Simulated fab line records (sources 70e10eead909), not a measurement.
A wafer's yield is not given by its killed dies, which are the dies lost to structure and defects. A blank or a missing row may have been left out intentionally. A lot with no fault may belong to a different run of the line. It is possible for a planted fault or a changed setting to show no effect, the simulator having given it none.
Chamber matching | flow nand_harc | ald_hk-03 running NHARC_A_CHANNEL_FILL_D1_ALD_16: 4 sister chambers
The step deposits SiO2, target thk 1.5 nm, pulse time 10 s, ald cycles 15. 4 wafers are shown with their chamber, then 9 later ones without.

== EACH WAFER AND ITS CHAMBER ==
wafer  | chamber | heater_power_w (W)
L085.6 | 3       | 477
L089.1 | 1       | 436
L089.2 | 0       | 470
L089.4 | 2       | 453

== WAFERS WITH NO CHAMBER GIVEN ==
wafer  | heater_power_w (W)
L091.1 | 439
L091.4 | 451
L091.5 | 445
L095.2 | 486
L095.4 | 449
L095.6 | 448
L097.1 | 447
L097.2 | 493
L097.6 | 475

== THE CHAMBER EACH PASSED THROUGH ==
wafer  | from the rows above     | in truth
L091.1 | can't be placed: 1 or 2 | 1
L091.4 | can't be placed: 2 or 1 | 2
L091.5 | can't be placed: 2 or 1 | 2
L095.2 | can't be placed: 3 or 0 | 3
L095.4 | can't be placed: 2 or 1 | 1
L095.6 | can't be placed: 2 or 1 | 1
L097.1 | can't be placed: 2 or 1 | 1
L097.2 | can't be placed: 3 or 0 | 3
L097.6 | can't be placed: 3 or 0 | 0
Placed correctly: 0 of 9. Not placeable from these rows: 9 (in 9, the candidates include the true chamber). Placed wrongly: 0.
How it was worked out, from the rows above alone: a wafer's distance from a chamber is the root of the sum, over the readings, of the square of ((its reading less the chamber's mean) divided by the reading's scatter). If the next closest chamber is less than 2 further off than the closest, the wafer can't be placed; otherwise it belongs to the closest. Each chamber's mean is taken over the wafers shown for it. The scatter (one wafer shown for each chamber): square how far every hidden wafer sits from the nearest shown wafer, average those squares and take the square root.
